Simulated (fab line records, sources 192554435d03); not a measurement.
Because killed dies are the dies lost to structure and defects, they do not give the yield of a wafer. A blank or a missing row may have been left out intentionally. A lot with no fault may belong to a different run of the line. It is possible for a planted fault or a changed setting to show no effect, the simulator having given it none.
Split-lot experiment -- flow n5 finfet -- 21 wafers read across 7 lots, on a route 1938 steps long

## SPLIT DETAILS
At N5_BEOL_M5_TRENCH_ETCH_37 (etches SiCOH lowk in C4F6/O2, target depth 71.652 nm, time 24.7 s), the setting time s was moved away from the recipe's 24.7 s on 9 of the 21 wafers read, by -17.8% to +17.3%. For the rest of the wafers, this setting stayed at what the recipe calls for.

## FROM THE SPLIT TO THE READING: what the file shows between them, 13 steps
- N5_BEOL_M5_ETCH_41: etches SiCN in CH3F/O2, target depth 31.5 nm, time 56.7 s
- N5_BEOL_M5_STRIP_91: strips in N2/H2, time 10 s
- N5_BEOL_M5_OCD_MEAS_38
- N5_BEOL_M5_HM_STRIP_39: strips TiN in peroxide tin strip, target depth 25 nm, time 158 s
- N5_BEOL_M5_SRD_40: time 30 s
- N5_BEOL_M5_ECD_50: material Cu, target thk 300 nm
- N5_BEOL_M5_ANNEAL_51: time 90 s
- N5_BEOL_M5_CMP_52: polishes, stops on SiCOH lowk, t overpolish 6.9 s, target thk 62 nm
- N5_BEOL_M5_THK_MEAS_53: measures by xrf
- N5_BEOL_M5_PRE_CLEAN_77: time 15 s
- N5_BEOL_M5_CO_CAP_78: material Co, precursor CCTBA/H2, target thk 2 nm, time 102.1 s
- N5_BEOL_M5_PRE_CLEAN_55: time 15 s
- N5_BEOL_M5_DEP_56: deposits SiCN from 3MS/NH3, target thk 8 nm, time 14 s

## THE READING
M5_RS in ohm/sq, measured at N5_BEOL_M5_RS_MEAS_57 by four-point-probe. Typical for fault-free wafers on this fab line: 0.392 ohm/sq, with standard deviation 0.012 ohm/sq.

wafer,"tool, chamber at the split","time s as run, s",against the recipe,"M5_RS, ohm/sq",against lot-mates on the recipe
L080.1,"rie diel-01, 1",20.31,-17.8%,0.545,no lot-mate on the recipe
L080.4,"rie diel-01, 2",20.31,-17.8%,0.531,no lot-mate on the recipe
L080.6,"rie diel-01, 0",20.31,-17.8%,0.572,no lot-mate on the recipe
L081.3,"rie diel-01, 2",24.7,recipe,0.376,-
L081.4,"rie diel-01, 1,0",28.97,+17.3%,0.308,-0.068
L081.5,"rie diel-01, 1,0",28.97,+17.3%,0.316,-0.060
L085.3,"rie diel-06, 0",24.7,recipe,0.381,-
L085.4,"rie diel-06, 3",26.21,+6.1%,0.353,-0.028
L085.5,"rie diel-06, 0",24.7,recipe,0.380,-
L089.2,"rie diel-02, 0",24.7,recipe,0.403,-
L089.4,"rie diel-02, 2",22.97,-7.0%,0.416,+0.013
L089.5,"rie diel-02, 3",22.97,-7.0%,0.442,+0.039
L092.1,"rie diel-01, 1",24.7,recipe,0.411,-
L092.4,"rie diel-01, 3",24.7,recipe,0.397,-
L092.6,"rie diel-01, 1",24.7,recipe,0.400,-
L095.3,"rie diel-02, 3",24.7,recipe,0.393,-
L095.4,"rie diel-02, 2",28.01,+13.4%,0.323,-0.066
L095.5,"rie diel-02, 1",24.7,recipe,0.385,-
L094.3,"rie diel-06, 0",24.7,recipe,0.380,-
L094.4,"rie diel-06, 0",24.7,recipe,0.389,-
L094.5,"rie diel-06, 1",24.7,recipe,0.401,-
Rows listing several chambers each stand for several wafers; the file does not say which wafer went through which chamber.

FIT RESULTS
A straight line over all 21 wafers: M5_RS changes by -0.00684 ohm/sq for each +1% of time s; r = -0.95; the points scatter about the line by 0.021 ohm/sq.
The same after taking each lot's own level away (the mean of its wafers on the recipe; 18 wafers): -0.00395 ohm/sq for each +1%; r = -0.96; scatter 0.0077 ohm/sq.
The reading moves by 0.07 ohm/sq for the largest change in time s, on that fit.
Across the lots, their own levels run from 0.3760 to 0.4030 ohm/sq, a range of 2.3 times the standard deviation given above.
In other words, the slope is changed by the lot-to-lot level; the two fits disagree.
Check: for one of the wafers moved furthest among these (+17.3%), held out of the fit, the line's prediction against its lot-mates is -0.0693 ohm/sq. Against them it came out at -0.068 ohm/sq.

## OTHER SPLITS APPLIED TO THESE WAFERS
Other splits were also applied to these wafers ahead of the reading. Each is held against what the fit with the lots' levels taken away leaves over:
other split on the same wafers,wafers away from the commonest value,r with M5_RS (lot level and that fit taken away)
N5_BEOL_M2_DESCUM_16 time s,6,+0.07
N5_BEOL_M3_PECVD_72 time s,8,-0.12
N5_BEOL_M3_COAT_73 spin rpm,3,+0.43
N5_BEOL_M4_COAT_62 spin rpm,7,+0.02
N5_BEOL_M5_ETCH_68 time s,7,+0.13

## THE WHOLE CHAIN: every reading that the file lists as answering this split, in the file's order
step,what it does,reading,change (the file's fit),r (the file's)
N5_BEOL_M5_TRENCH_ETCH_37,"etches SiCOH lowk in C4F6/O2, target depth 71.652 nm, time 24.7 s","etch.depth nm (the simulator's own value, which no gauge read)",+0.682 nm for each +1% of the setting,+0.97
N5_BEOL_M5_TRENCH_ETCH_37,"etches SiCOH lowk in C4F6/O2, target depth 71.652 nm, time 24.7 s","BEOL_M5.feature depth nm (the simulator's own value, which no gauge read)",+0.689 nm for each +1% of the setting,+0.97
N5_BEOL_M5_OCD_MEAS_38,,trench depth nm,+0.667 nm for each +1% of the setting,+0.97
N5_BEOL_M5_CMP_52,"polishes, stops on SiCOH lowk, t overpolish 6.9 s, target thk 62 nm","Cu_of_BEOL_M5_ECD_50.thk nm (the simulator's own value, which no gauge read)",+0.649 nm for each +1% of the setting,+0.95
N5_BEOL_M5_THK_MEAS_53,measures by xrf,M5_THK,+0.652 for each +1% of the setting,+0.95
N5_BEOL_M5_RS_MEAS_57,measures by four-point-probe,M5_RS,-0.00414 for each +1% of the setting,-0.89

## FILE'S OWN FIT
M5_RS changes by -0.00414 ohm/sq for each +1% of time s, r = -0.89.
